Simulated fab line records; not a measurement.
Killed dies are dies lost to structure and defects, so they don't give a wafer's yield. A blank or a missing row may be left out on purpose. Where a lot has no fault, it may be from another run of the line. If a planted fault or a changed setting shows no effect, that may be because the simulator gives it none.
fab line records | flow nand-harc | part 1 of 2: steps 1 to 34 of 46
record: lots: 5 wafers: 15 last-day: 33
route steps=1302 shown A_DECK1_JOINT@524 A_ONON_D2@545 A_CHANNEL_HOLE_D2@570
lots that met no fault: from a run of the same line without faults
start-h: start of the lot's first displayed wafer, in hours after the record's first day | wait-h: hours from the lot's prior step to this one | " as in the row above | L1.1+2: a row that stands for several wafers | - no value, or no start given | * or withheld: withheld | < > ~ a bound
route shown NAME@n: NAME is a module with steps in the file, n the number in the route of the first one | usual: mean/standard deviation taken from wafers without a fault | same: alike in all rows | chamber/n: place in a boat | sites: readings site by site | _std_site: standard deviation across them | _edge_site: inner sites' mean taken away from outer sites' mean | radius-mm: for every site, how far away it sits from the centre of the wafer | mask NAME#n: copy n | behind: the most recent tool/chamber to have shaped the wafer | hold: the reason the lot was held/the length of the hold in hours/how it ended | device: names the non-switching transistor (n, p or np) | end of line: tests run on the same wafers once the route is complete | step lacking rows: just its recipe | killed: count of dies lost to structure and defects at first sort (not the wafer's yield) | map: per-die view of a wafer (x killed, . not killed, _ where there is no die)
set.NAME: the setting that was run; set.NAME@STEP: the one run at that earlier step | model.NAME: the simulator's own value behind a step, which no gauge read
lots at selected steps of the route; one table per step, one row per wafer
services: a tool's chamber out of use, with start hour (start-h, from the record's first day; less than 0 if before it), hours out, and reason
== steps ==
step: NHARC_A_DECK1_JOINT_WET_10
recipe: temp-c: 160 time-s: 86 chemistry: H3PO4
columns lot.wafer tool chamber start-h wait-h
L074.2+3+4 wet-h3po4-02 0 243.94 1.9
L077.3+4+5 wet-h3po4-01 1 273.23 1.7
L079.1+2+4 wet-h3po4-02 0 289.97 1.7
L086.1+3+6 wet-h3po4-01 0 357.78 1.7
L095.1+2+4 wet-h3po4-01 1 457.23 1.7
step: NHARC_A_DECK1_JOINT_ETCH_11
recipe: target-depth-a: 350 chemistry: dHF material: SiO2
columns lot.wafer tool chamber start-h wait-h
L074.2+4+3 wet-bench-06 6,7,2 244.51 0.0
L077.3+4+5 wet-bench-03 2,5,7 273.78 0.0
L079.1+2+4 wet-bench-06 3,6,7 290.52 0.0
L086.6+1+3 wet-bench-02 2,5,6 358.33 0.0
L095.2+1+4 wet-bench-02 7,0,3 457.79 0.0
step: NHARC_A_DECK1_JOINT_CVD_12
recipe: target-thk-a: 900 temp-c: 620 pressure-mtorr: 200 time-s: 1800 material: poly-Si
columns lot.wafer tool chamber start-h wait-h
L074.2+3+4 lpcvd-poly-03 0 247.55 3.0
L077.3+4+5 lpcvd-poly-01 0 276.46 2.7
L079.1+2+4 lpcvd-poly-01 0 293.19 2.7
L086.1+3+6 lpcvd-poly-04 0 360.99 2.6
L095.1+2+4 lpcvd-poly-04 0 460.42 2.6
step: NHARC_A_DECK1_JOINT_CMP_13
recipe: target-thk-nm: 51.023
usual: motor-current-A: 12.2/1 time-to-endpoint-s: 8.3/2
columns lot.wafer tool chamber start-h wait-h motor-current-A time-to-endpoint-s
L074.2 cmp-01 2 250.39 0.4 12.3 11.7
L074.4 " 3 " " 12.6 10.9
L074.3 " 0 " " 12.8 12.7
L077.4 cmp-02 2 279.33 0.4 12.8 7.6
L077.3 " 3 " " 12.5 8.3
L077.5 " 1 " " 12.2 5.4
L079.2 cmp-01 2 296.04 0.4 12.8 10.7
L079.1 " 3 " " 12.1 9.0
L079.4 " 1 " " 13.5 9.9
L086.3 cmp-01 2 363.87 0.4 11.9 9.5
L086.1 " 0 " " 12.4 9.1
L086.6 " 1 " " 13.7 9.2
L095.2 cmp-02 1 463.23 0.4 12.1 7.8
L095.4 " 3 " " 12.6 9.5
L095.1 " 0 " " 9.0 8.8
step: NHARC_A_DECK1_JOINT_THK_MEAS_14
recipe: thk-meas-gauge: ellipsometry
usual: thk-nm: 50.8/1.5
columns lot.wafer tool chamber start-h wait-h thk-nm
L074.2 film-metro-02 - 250.62 0.2 52.4
L074.3 " - " " 53.1
L074.4 " - " " 50.6
L077.3 film-metro-02 - 279.56 0.2 48.5
L077.4 " - " " 48.2
L077.5 " - " " 50.5
L079.1 film-metro-01 - 296.29 0.2 51.6
L079.2 " - " " 52.1
L079.4 " - " " 48.5
L086.1 film-metro-02 - 364.10 0.2 50.7
L086.3 " - " " 52.5
L086.6 " - " " 52.3
L095.1 film-metro-02 - 463.48 0.2 50.5
L095.2 " - " " 50.1
L095.4 " - " " 51.4
step: NHARC_A_DECK1_JOINT_SRD_04
columns lot.wafer tool chamber start-h wait-h
L074.4+2+3 wet-bench-03 4,5,1 250.66 0.0
L077.4+3+5 wet-bench-03 0,1,2 279.61 0.0
L079.1+4+2 wet-bench-02 6,1,2 296.33 0.0
L086.6+3+1 wet-bench-06 2,5,6 364.14 0.0
L095.1+4+2 wet-bench-03 0,1,2 463.53 0.0
step: NHARC_A_DECK1_JOINT_ETCHBACK_00
recipe: target-depth-a: 300 time-s: 17.4 hbr-flow-sccm: 150 rf-w: 350 icp-w: 350 bias-w: 60 chemistry: HBr
usual: bias-w: 60.01/0.18 drypump-motor-current-A: 5.5/0.43 oes-product-au: 1.001/0.0072 throttle-valve-pct: 23.266/0.0093
columns lot.wafer tool chamber start-h wait-h bias-w drypump-motor-current-A oes-product-au rf-hours-counter-h throttle-valve-pct
L074.3 rie-si-05 3 250.75 0.1 59.91 5.4 0.995 0.2 23.270
L074.4 " 1 " " 60.05 5.2 1.014 0.9 23.271
L074.2 " 2 " " 59.98 6.4 0.995 1.0 23.257
L077.4 rie-si-05 0 279.69 0.1 59.89 5.6 1.002 1.1 23.269
L077.3 " 3 " " 60.02 5.4 0.996 0.3 23.273
L077.5 " 0 " " 60.09 5.6 0.998 - 23.253
L079.2 rie-si-04 1 296.42 0.1 60.02 5.4 0.988 0.8 23.268
L079.1 " 2 " " 60.04 5.0 1.008 0.8 23.274
L079.4 " 3 " " 60.13 5.5 1.004 0.7 23.264
L086.1 rie-si-05 0 364.23 0.1 60.20 5.6 0.998 0.3 23.266
L086.3 " 2 " " 60.21 6.4 0.997 0.3 23.255
L086.6 " 1 " " 60.13 5.1 0.993 - 23.257
L095.4 rie-si-05 1 463.61 0.1 60.28 5.1 0.992 1.0 23.253
L095.2 " 3 " " 60.24 5.4 1.003 0.9 23.279
L095.1 " 0 " " 59.90 5.6 0.999 1.0 23.255
step: NHARC_A_DECK1_JOINT_PRECLEAN_30
recipe: time-s: * temp-c: 50 bath-age-min: 0 chemistry: SC1
usual: h2o2-flow-mL-min: 56.61/0.17 sc1-h2o2-end-mol-l: 0.3698/0.00069
same: bath-age-min: 0
columns lot.wafer tool chamber start-h wait-h h2o2-flow-mL-min sc1-h2o2-end-mol-l
L074.4 wet-bench-03 7 250.89 0.1 56.55 0.3686
L074.2 " 0 " " 56.16 0.3705
L074.3 " 1 " " 56.62 0.3694
L077.4 wet-bench-03 5 279.83 0.1 56.78 0.3698
L077.3 " 7 " " 56.69 0.3694
L077.5 " 1 " " 56.54 0.3709
L079.1 wet-bench-03 7 296.58 0.1 56.90 0.3706
L079.4 " 0 " " 56.89 0.3689
L079.2 " 1 " " 56.67 0.3703
L086.6 wet-bench-03 3 364.38 0.1 56.84 0.3707
L086.3 " 4 " " 56.61 0.3696
L086.1 " 5 " " 56.51 0.3698
L095.4 wet-bench-03 7 463.75 0.1 56.61 0.3696
L095.1 " 1 " " 56.80 0.3693
L095.2 " 2 " " 56.56 0.3696
step: NHARC_A_DECK1_JOINT_SRD_31
columns lot.wafer tool chamber start-h wait-h
L074.4+2+3 wet-bench-03 7,0,1 - -
L077.4+3+5 wet-bench-03 5,7,1 - -
L079.1+4+2 wet-bench-03 7,0,1 - -
L086.6+3+1 wet-bench-03 3,4,5 - -
L095.4+1+2 wet-bench-03 7,1,2 - -
step: NHARC_A_DECK1_JOINT_CVD_34
recipe: target-thk-a: 200 temp-c: 700 pressure-mtorr: 300 material: SiNx
columns lot.wafer tool chamber start-h wait-h
L074.2+3+4 lpcvd-01 0 256.80 -
L077.3+4+5 lpcvd-01 0 284.64 -
L079.1+2+4 lpcvd-01 1 301.21 -
L086.1+3+6 lpcvd-01 1 367.62 -
L095.1+2+4 lpcvd-02 0 466.99 -
step: NHARC_A_DECK1_JOINT_DEP_06
recipe: target-thk-a: 800 temp-c: 65 material: SiOx
columns lot.wafer tool chamber start-h wait-h
L074.2+3+4 fcvd-02 0,0,1 261.46 0.4
L077.3+4+5 fcvd-01 1,0,0 287.92 0.4
L079.2+1+4 fcvd-02 1,0,0 304.38 0.4
L086.1+3+6 fcvd-02 0,0,1 370.84 0.4
L095.1+2+4 fcvd-01 1,0,1 470.18 0.4
step: NHARC_A_DECK1_JOINT_CURE_26
recipe: temp-c: 150 time-s: 32 pressure-atm: 0.395
columns lot.wafer tool chamber start-h wait-h
L074.2+3+4 fcvd-02 0,0,1 261.64 0.2
L077.3+4+5 fcvd-01 1,0,0 288.06 0.1
L079.2+1+4 fcvd-02 1,0,0 304.56 0.1
L086.1+3+6 fcvd-02 0,0,1 371.02 0.2
L095.1+2+4 fcvd-01 1,0,1 470.36 0.1
step: NHARC_A_DECK1_JOINT_ANNEAL_27
recipe: temp-c: 400 time-s: 3600 idle-temp-c: 300 ramp-up-c-per-min: 10 densification-p-h2o-torr: 640
columns lot.wafer tool chamber start-h wait-h
L074.2+3+4 furnace-06 0 264.73 3.1
L077.3+4+5 furnace-05 0 290.75 2.7
L079.1+2+4 furnace-05 0 311.74 7.2
L086.1+3+6 furnace-06 0 374.11 3.1
L095.1+2+4 furnace-05 0 473.09 2.7
step: NHARC_A_DECK1_JOINT_ANNEAL_28
recipe: temp-c: 500 time-s: 1800 idle-temp-c: 400 ramp-up-c-per-min: 10 densification-p-h2o-torr: 640
columns lot.wafer tool chamber start-h wait-h
L074.2+3+4 furnace-06 0 273.39 6.9
L077.3+4+5 furnace-05 0 295.06 2.6
L079.1+2+4 furnace-05 0 317.08 3.6
L086.1+3+6 furnace-06 0 380.62 4.8
L095.1+2+4 furnace-05 0 479.61 4.8
step: NHARC_A_DECK1_JOINT_ANNEAL_29
recipe: temp-c: 750 time-s: 1800 idle-temp-c: 500 ramp-up-c-per-min: 10 ramp-down-c-per-min: 3
columns lot.wafer tool chamber start-h wait-h
L074.2+3+4 furnace-06 0 276.99 2.9
L077.3+4+5 furnace-05 0 299.75 4.0
L079.1+2+4 furnace-05 0 320.32 2.6
L086.1+3+6 furnace-06 0 385.65 4.4
L095.1+2+4 furnace-05 0 482.85 2.6
step: NHARC_A_DECK1_JOINT_CMP_02
recipe: material: SiOx
usual: motor-current-A: 12.2/1.1
columns lot.wafer tool chamber start-h wait-h motor-current-A
L074.2 cmp-02 1 279.66 0.4 12.4
L074.3 " 2 " " 12.6
L074.4 " 3 " " 12.7
L077.3 cmp-04 3 302.42 0.4 13.4
L077.4 " 2 " " 12.1
L077.5 " 3 " " 14.1
L079.2 cmp-02 2 322.98 0.4 11.8
L079.4 " 3 " " 12.6
L079.1 " 0 " " 9.4
L086.1 cmp-02 3 388.40 0.4 12.6
L086.3 " 0 " " 9.4
L086.6 " 2 " " 13.0
L095.2 cmp-04 2 485.52 0.4 12.6
L095.1 " 3 " " 13.4
L095.4 " 0 " " 12.7
step: NHARC_A_DECK1_JOINT_SRD_15
columns lot.wafer tool chamber start-h wait-h
L074.4+2+3 wet-bench-02 6,0,1 279.97 0.0
L077.4+3+5 wet-bench-02 5,0,1 302.72 0.0
L079.1+4+2 wet-bench-03 3,4,5 323.29 0.0
L086.1+3+6 wet-bench-06 0,1,2 388.68 0.1
L095.4+1+2 wet-bench-02 7,0,1 485.79 0.0
step: NHARC_A_DECK1_JOINT_DEP_16
recipe: target-thk-a: 450 temp-c: 400 pressure-torr: 6.5 rf-w: 900 teos-flow-sccm: 161.4 flow-sccm: 2650 target-thk-nm: 45 gas: O2 material: SiO2
usual: heater-power-w: 585/99 throttle-valve-pct: 16.0/0.54
columns lot.wafer tool chamber start-h wait-h heater-power-w since-wet-clean-h throttle-valve-pct
L074.2 pecvd-02 2 280.22 0.2 477 40 16.5
L074.3 " 0 " " 600 40 16.3
L074.4 " 1 " " 699 - 15.6
L077.3 pecvd-02 2 302.88 0.1 598 63 16.4
L077.4 " 2 " " 597 - 16.6
L077.5 " 0 " " 594 - 16.5
L079.2 pecvd-04 1 323.37 0.1 412 41 15.9
L079.1 " 2 " " 577 41 14.9
L079.4 " 0 " " 520 - 16.7
L086.3 pecvd-04 2 388.83 0.1 592 106 15.4
L086.1 " 1 " " 397 106 15.9
L086.6 " 0 " " 586 - 16.8
L095.1 pecvd-02 0 485.88 0.1 588 65 16.1
L095.2 " 1 " " 687 65 15.9
L095.4 " 2 " " 598 - 15.8
step: NHARC_A_DECK1_JOINT_THK_MEAS_17
recipe: thk-meas-gauge: ellipsometry
usual: thk-nm: 45.1/1.1
columns lot.wafer tool chamber start-h wait-h thk-nm
L074.2 film-metro-01 - 280.47 0.2 45.0
L074.3 " - " " 44.5
L074.4 " - " " 45.5
L077.3 film-metro-02 - 303.14 0.2 46.8
L077.4 " - " " 44.5
L077.5 " - " " 44.6
L079.1 film-metro-02 - 323.69 0.3 44.0
L079.2 " - " " 46.3
L079.4 " - " " 44.4
L086.1 film-metro-01 - 389.10 0.2 45.1
L086.3 " - " " 44.3
L086.6 " - " " 46.1
L095.1 film-metro-01 - 486.17 0.3 46.1
L095.2 " - " " 43.8
L095.4 " - " " 45.4
step: NHARC_A_DECK1_JOINT_INSPECT_05
usual: raw-defect-count: 316/110
columns lot.wafer tool chamber start-h wait-h raw-defect-count
L074.2 defect-inspect-02 - 280.51 0.0 334
L074.3 " - " " 292
L074.4 " - " " 474
L077.3 defect-inspect-02 - 303.17 0.0 232
L077.4 " - " " 258
L077.5 " - " " 202
L079.1 defect-inspect-01 - 323.72 0.0 354
L079.2 " - " " 559
L079.4 " - " " 315
L086.1 defect-inspect-02 - 389.14 0.0 371
L086.3 " - " " 664
L086.6 " - " " 446
L095.1 defect-inspect-01 - 486.20 0.0 567
L095.2 " - " " 393
L095.4 " - " " 449
step: NHARC_A_ONON_D2_DEP_00
recipe: target-thk-a: 10000 n2-flow-sccm: 2750 n2o-flow-sccm: 2000 nh3-flow-sccm: 500 sih4-flow-sccm: 210 temp-c: 400
columns lot.wafer tool chamber start-h wait-h
L074.2+3+4 pecvd-onon-03 0 280.70 0.2
L077.3+4+5 pecvd-onon-03 0 303.35 0.2
L079.1+2+4 pecvd-onon-01 0 323.79 0.1
L086.1+3+6 pecvd-onon-02 0 389.21 0.1
L095.1+2+4 pecvd-onon-02 0 486.27 0.1
step: NHARC_A_ONON_D2_THK_MEAS_02
recipe: thk-meas-gauge: ellipsometry
usual: thk-nm: 998/13
columns lot.wafer tool chamber start-h wait-h thk-nm
L074.2 film-metro-02 - 281.15 - 993
L074.3 " - " " 992
L074.4 " - " " 993
L077.3 film-metro-01 - 303.75 - 994
L077.4 " - " " 994
L077.5 " - " " 994
L079.1 film-metro-01 - 324.31 - 999
L079.2 " - " " 1000
L079.4 " - " " 1000
L086.1 film-metro-01 - 389.71 - 994
L086.3 " - " " 993
L086.6 " - " " 993
L095.1 film-metro-01 - 486.78 - 979
L095.2 " - " " 978
L095.4 " - " " 978
step: NHARC_A_ONON_D2_DEP_03
recipe: target-thk-a: 10000 n2-flow-sccm: 2750 n2o-flow-sccm: 2000 nh3-flow-sccm: 500 sih4-flow-sccm: 210 temp-c: 400
columns lot.wafer tool chamber start-h wait-h
L074.2+3+4 pecvd-onon-02 0 281.38 0.2
L077.3+4+5 pecvd-onon-02 0 303.92 0.2
L079.1+2+4 pecvd-onon-02 0 324.36 0.1
L086.1+3+6 pecvd-onon-03 0 389.77 0.1
L095.1+2+4 pecvd-onon-03 0 486.83 0.1
step: NHARC_A_ONON_D2_THK_MEAS_05
recipe: thk-meas-gauge: ellipsometry
usual: thk-nm: 1001/8
columns lot.wafer tool chamber start-h wait-h thk-nm
L074.2 film-metro-01 - 281.83 - 1015
L074.3 " - " " 1015
L074.4 " - " " 1015
L077.3 film-metro-02 - 304.31 - 999
L077.4 " - " " 1001
L077.5 " - " " 1001
L079.1 film-metro-02 - 324.87 - 997
L079.2 " - " " 996
L079.4 " - " " 998
L086.1 film-metro-02 - 390.28 - 1002
L086.3 " - " " 1000
L086.6 " - " " 1000
L095.1 film-metro-01 - 487.34 - 1012
L095.2 " - " " 1009
L095.4 " - " " 1010
step: NHARC_A_ONON_D2_DEP_06
recipe: target-thk-a: 10000 n2-flow-sccm: 2750 n2o-flow-sccm: 2000 nh3-flow-sccm: 500 sih4-flow-sccm: 210 temp-c: 400
columns lot.wafer tool chamber start-h wait-h
L074.2+3+4 pecvd-onon-02 0 281.94 0.1
L077.3+4+5 pecvd-onon-01 0 304.49 0.2
L079.1+2+4 pecvd-onon-03 0 324.93 0.1
L086.1+3+6 pecvd-onon-03 0 390.34 0.1
L095.1+2+4 pecvd-onon-01 0 487.40 0.1
step: NHARC_A_ONON_D2_THK_MEAS_08
recipe: thk-meas-gauge: ellipsometry
usual: thk-nm: 1002/8.4
columns lot.wafer tool chamber start-h wait-h thk-nm
L074.2 film-metro-01 - 282.39 - 988
L074.3 " - " " 990
L074.4 " - " " 989
L077.3 film-metro-02 - 304.89 - 1005
L077.4 " - " " 1007
L077.5 " - " " 1008
L079.1 film-metro-01 - 325.45 - 1006
L079.2 " - " " 1009
L079.4 " - " " 1006
L086.1 film-metro-01 - 390.85 - 1001
L086.3 " - " " 1003
L086.6 " - " " 1000
L095.1 film-metro-01 - 487.91 - 1019
L095.2 " - " " 1020
L095.4 " - " " 1020
step: NHARC_A_ONON_D2_DEP_09
recipe: target-thk-a: 10000 n2-flow-sccm: 2750 n2o-flow-sccm: 2000 nh3-flow-sccm: 500 sih4-flow-sccm: 210 temp-c: 400
columns lot.wafer tool chamber start-h wait-h
L074.2+3+4 pecvd-onon-03 0 282.51 0.1
L077.3+4+5 pecvd-onon-03 0 305.06 0.2
L079.1+2+4 pecvd-onon-01 0 325.50 0.1
L086.1+3+6 pecvd-onon-03 0 390.91 0.1
L095.1+2+4 pecvd-onon-02 0 487.96 0.1
step: NHARC_A_ONON_D2_THK_MEAS_11
recipe: thk-meas-gauge: ellipsometry
usual: thk-nm: 997/11
columns lot.wafer tool chamber start-h wait-h thk-nm
L074.2 film-metro-01 - 282.96 - 979
L074.3 " - " " 978
L074.4 " - " " 979
L077.3 film-metro-02 - 305.46 - 1003
L077.4 " - " " 1003
L077.5 " - " " 1005
L079.1 film-metro-01 - 326.01 - 993
L079.2 " - " " 993
L079.4 " - " " 994
L086.1 film-metro-01 - 391.42 - 1014
L086.3 " - " " 1013
L086.6 " - " " 1012
L095.1 film-metro-02 - 488.48 - 999
L095.2 " - " " 998
L095.4 " - " " 999
step: NHARC_A_ONON_D2_DEP_12
recipe: target-thk-a: 10000 n2-flow-sccm: 2750 n2o-flow-sccm: 2000 nh3-flow-sccm: 500 sih4-flow-sccm: 210 temp-c: 400
columns lot.wafer tool chamber start-h wait-h
L074.2+3+4 pecvd-onon-03 0 283.07 0.1
L077.3+4+5 pecvd-onon-02 0 305.63 0.2
L079.1+2+4 pecvd-onon-02 0 326.06 0.1
L086.1+3+6 pecvd-onon-03 0 391.48 0.1
L095.1+2+4 pecvd-onon-03 0 488.54 0.1
step: NHARC_A_ONON_D2_THK_MEAS_14
recipe: thk-meas-gauge: ellipsometry
usual: thk-nm: 1001/9.8
columns lot.wafer tool chamber start-h wait-h thk-nm
L074.2 film-metro-02 - 283.53 - 996
L074.3 " - " " 996
L074.4 " - " " 998
L077.3 film-metro-02 - 306.03 - 985
L077.4 " - " " 983
L077.5 " - " " 984
L079.1 film-metro-02 - 326.58 - 981
L079.2 " - " " 981
L079.4 " - " " 978
L086.1 film-metro-01 - 391.99 - 989
L086.3 " - " " 990
L086.6 " - " " 989
L095.1 film-metro-01 - 489.05 - 991
L095.2 " - " " 989
L095.4 " - " " 989
step: NHARC_A_ONON_D2_ANNEAL_15
recipe: temp-c: 750 time-s: 3600
columns lot.wafer tool chamber start-h wait-h
L074.2+3+4 furnace-04 0 286.33 2.8
L077.3+4+5 furnace-04 0 309.00 3.0
L079.1+2+4 furnace-04 0 329.86 3.3
L086.1+3+6 furnace-04 0 395.01 3.0
L095.1+2+4 furnace-04 0 494.91 5.9
step: NHARC_A_ONON_D2_DEP_16
recipe: target-thk-a: 10000 n2-flow-sccm: 2750 n2o-flow-sccm: 2000 nh3-flow-sccm: 500 sih4-flow-sccm: 210 temp-c: 400
columns lot.wafer tool chamber start-h wait-h
L074.2+3+4 pecvd-onon-03 0 290.21 0.4
L077.3+4+5 pecvd-onon-02 0 312.96 0.5
L079.1+2+4 pecvd-onon-02 0 333.74 0.4
L086.1+3+6 pecvd-onon-02 0 398.80 0.4
L095.1+2+4 pecvd-onon-02 0 498.78 0.4
step: NHARC_A_ONON_D2_THK_MEAS_18
recipe: thk-meas-gauge: ellipsometry
usual: thk-nm: 997/9.5
columns lot.wafer tool chamber start-h wait-h thk-nm
L074.2 film-metro-01 - 290.66 - 993
L074.3 " - " " 994
L074.4 " - " " 996
L077.3 film-metro-02 - 313.36 - 981
L077.4 " - " " 980
L077.5 " - " " 982
L079.1 film-metro-02 - 334.25 - 1008
L079.2 " - " " 1008
L079.4 " - " " 1007
L086.1 film-metro-01 - 399.31 - 996
L086.3 " - " " 997
L086.6 " - " " 997
L095.1 film-metro-01 - 499.29 - 989
L095.2 " - " " 990
L095.4 " - " " 990
step: NHARC_A_ONON_D2_DEP_19
recipe: target-thk-a: 10000 n2-flow-sccm: 2750 n2o-flow-sccm: 2000 nh3-flow-sccm: 500 sih4-flow-sccm: 210 temp-c: 400
columns lot.wafer tool chamber start-h wait-h
L074.2+3+4 pecvd-onon-03 0 290.78 0.1
L077.3+4+5 pecvd-onon-03 0 313.53 0.2
L079.1+2+4 pecvd-onon-01 0 334.30 0.1
L086.1+3+6 pecvd-onon-03 0 399.36 0.1
L095.1+2+4 pecvd-onon-03 0 499.35 0.1
